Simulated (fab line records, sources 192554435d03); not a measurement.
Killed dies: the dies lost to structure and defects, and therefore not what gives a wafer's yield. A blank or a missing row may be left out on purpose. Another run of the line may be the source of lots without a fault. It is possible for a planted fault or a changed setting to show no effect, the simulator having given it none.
Lot-split experiment || flow n5 finfet || 21 wafers read from 7 lots, route of 1938 steps

ABOUT THE SPLIT
At N5_ILD0_ALD_15 (deposits SiNx, target thk 24 nm, pulse time 1 s, ald cycles 480), the setting ald cycles was moved away from the recipe's 480 on 6 of the 21 wafers read, by +6.9% to +16.5%. For the rest of the wafers, this setting stayed at what the recipe calls for.

The reading is taken at the split's own step.

THE READING
SiNx_of_ILD0_ALD_15.thk nm (the simulator's own value, which no gauge read), in nm, at N5_ILD0_ALD_15 (deposits SiNx, target thk 24 nm, pulse time 1 s, ald cycles 480). The file gives no usual value for it. Across the 15 wafers here that went through the recipe, the average is 24.0 nm and the standard deviation 0.15 nm.

{"wafer": "L078.1", "tool, chamber at the split": "ald sin-03, 1", "ald cycles as run": 553, "against the recipe": "+15.2%", "SiNx_of_ILD0_ALD_15.thk nm, nm": 28, "against lot-mates on the recipe": "+3.9"}
{"wafer": "L078.2", "tool, chamber at the split": "ald sin-03, 3", "ald cycles as run": 480, "against the recipe": "recipe", "SiNx_of_ILD0_ALD_15.thk nm, nm": 24, "against lot-mates on the recipe": "-"}
{"wafer": "L078.4", "tool, chamber at the split": "ald sin-03, 0", "ald cycles as run": 480, "against the recipe": "recipe", "SiNx_of_ILD0_ALD_15.thk nm, nm": 24.2, "against lot-mates on the recipe": "-"}
{"wafer": "L082.1", "tool, chamber at the split": "ald sin-02, 0", "ald cycles as run": 480, "against the recipe": "recipe", "SiNx_of_ILD0_ALD_15.thk nm, nm": 24.2, "against lot-mates on the recipe": "-"}
{"wafer": "L082.2", "tool, chamber at the split": "ald sin-02, 1", "ald cycles as run": 480, "against the recipe": "recipe", "SiNx_of_ILD0_ALD_15.thk nm, nm": 24, "against lot-mates on the recipe": "-"}
{"wafer": "L082.5", "tool, chamber at the split": "ald sin-02, 3", "ald cycles as run": 480, "against the recipe": "recipe", "SiNx_of_ILD0_ALD_15.thk nm, nm": 23.8, "against lot-mates on the recipe": "-"}
{"wafer": "L084.2", "tool, chamber at the split": "ald sin-01, 1", "ald cycles as run": 480, "against the recipe": "recipe", "SiNx_of_ILD0_ALD_15.thk nm, nm": 23.8, "against lot-mates on the recipe": "-"}
{"wafer": "L084.3", "tool, chamber at the split": "ald sin-01, 2,0", "ald cycles as run": 513, "against the recipe": "+6.9%", "SiNx_of_ILD0_ALD_15.thk nm, nm": 25.6, "against lot-mates on the recipe": "+1.8"}
{"wafer": "L084.6", "tool, chamber at the split": "ald sin-01, 2,0", "ald cycles as run": 513, "against the recipe": "+6.9%", "SiNx_of_ILD0_ALD_15.thk nm, nm": 25.6, "against lot-mates on the recipe": "+1.8"}
{"wafer": "L089.2", "tool, chamber at the split": "ald sin-03, 0", "ald cycles as run": 480, "against the recipe": "recipe", "SiNx_of_ILD0_ALD_15.thk nm, nm": 23.8, "against lot-mates on the recipe": "-"}
{"wafer": "L089.4", "tool, chamber at the split": "ald sin-03, 2,0", "ald cycles as run": 518, "against the recipe": "+7.9%", "SiNx_of_ILD0_ALD_15.thk nm, nm": 25.8, "against lot-mates on the recipe": "+2.0"}
{"wafer": "L089.6", "tool, chamber at the split": "ald sin-03, 2,0", "ald cycles as run": 518, "against the recipe": "+7.9%", "SiNx_of_ILD0_ALD_15.thk nm, nm": 25.8, "against lot-mates on the recipe": "+2.0"}
{"wafer": "L091.3", "tool, chamber at the split": "ald sin-02, 3", "ald cycles as run": 480, "against the recipe": "recipe", "SiNx_of_ILD0_ALD_15.thk nm, nm": 24, "against lot-mates on the recipe": "-"}
{"wafer": "L091.5", "tool, chamber at the split": "ald sin-02, 3", "ald cycles as run": 480, "against the recipe": "recipe", "SiNx_of_ILD0_ALD_15.thk nm, nm": 24, "against lot-mates on the recipe": "-"}
{"wafer": "L091.6", "tool, chamber at the split": "ald sin-02, 0", "ald cycles as run": 480, "against the recipe": "recipe", "SiNx_of_ILD0_ALD_15.thk nm, nm": 24.2, "against lot-mates on the recipe": "-"}
{"wafer": "L094.1", "tool, chamber at the split": "ald sin-03, 1", "ald cycles as run": 480, "against the recipe": "recipe", "SiNx_of_ILD0_ALD_15.thk nm, nm": 24.2, "against lot-mates on the recipe": "-"}
{"wafer": "L094.4", "tool, chamber at the split": "ald sin-03, 2", "ald cycles as run": 480, "against the recipe": "recipe", "SiNx_of_ILD0_ALD_15.thk nm, nm": 23.8, "against lot-mates on the recipe": "-"}
{"wafer": "L094.5", "tool, chamber at the split": "ald sin-03, 1", "ald cycles as run": 480, "against the recipe": "recipe", "SiNx_of_ILD0_ALD_15.thk nm, nm": 24, "against lot-mates on the recipe": "-"}
{"wafer": "L095.3", "tool, chamber at the split": "ald sin-03, 0", "ald cycles as run": 480, "against the recipe": "recipe", "SiNx_of_ILD0_ALD_15.thk nm, nm": 23.8, "against lot-mates on the recipe": "-"}
{"wafer": "L095.4", "tool, chamber at the split": "ald sin-03, 3", "ald cycles as run": 559, "against the recipe": "+16.5%", "SiNx_of_ILD0_ALD_15.thk nm, nm": 28, "against lot-mates on the recipe": "+4.1"}
{"wafer": "L095.5", "tool, chamber at the split": "ald sin-03, 0", "ald cycles as run": 480, "against the recipe": "recipe", "SiNx_of_ILD0_ALD_15.thk nm, nm": 24, "against lot-mates on the recipe": "-"}
The file does not say which wafer passed through which chamber wherever a row lists several chambers: such a row stands for several wafers.

FIT RESULTS
A straight line over all 21 wafers: SiNx_of_ILD0_ALD_15.thk nm changes by +0.248 nm for each +1% of ald cycles; r = +0.99; the points scatter about the line by 0.16 nm.
The same after taking each lot's own level away (the mean of its wafers on the recipe; 21 wafers): +0.253 nm for each +1%; r = +1.00; scatter 0.11 nm.
That fit puts the effect of the largest move of ald cycles on the reading at 4.2 nm.
Measured against the standard deviation above, the lots' own levels, which go from 23.80 to 24.10 nm, span 1.9 times it.
Consequently the slope shifts little with the lot-to-lot level, the two slopes agreeing.
Check: +4.22 nm against its lot-mates is what the line predicts for one of the wafers moved furthest among these (+16.5%) when that wafer is left out of the fit. It came out at +4.1 nm against them.

THESE WAFERS: OTHER SPLITS
Note: prior to the reading, these wafers also went through further splits. Each is held against what the fit with the lots' levels taken away leaves over:
{"other split on the same wafers": "N5_SD_EPI_N_DESCUM_14 time s", "wafers away from the commonest value": 10, "r with SiNx_of_ILD0_ALD_15.thk nm (lot level and that fit taken away)": "+0.06"}

THE FILE'S OWN FIT
SiNx_of_ILD0_ALD_15.thk nm changes by +0.253 nm for each +1% of ald cycles, r = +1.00.
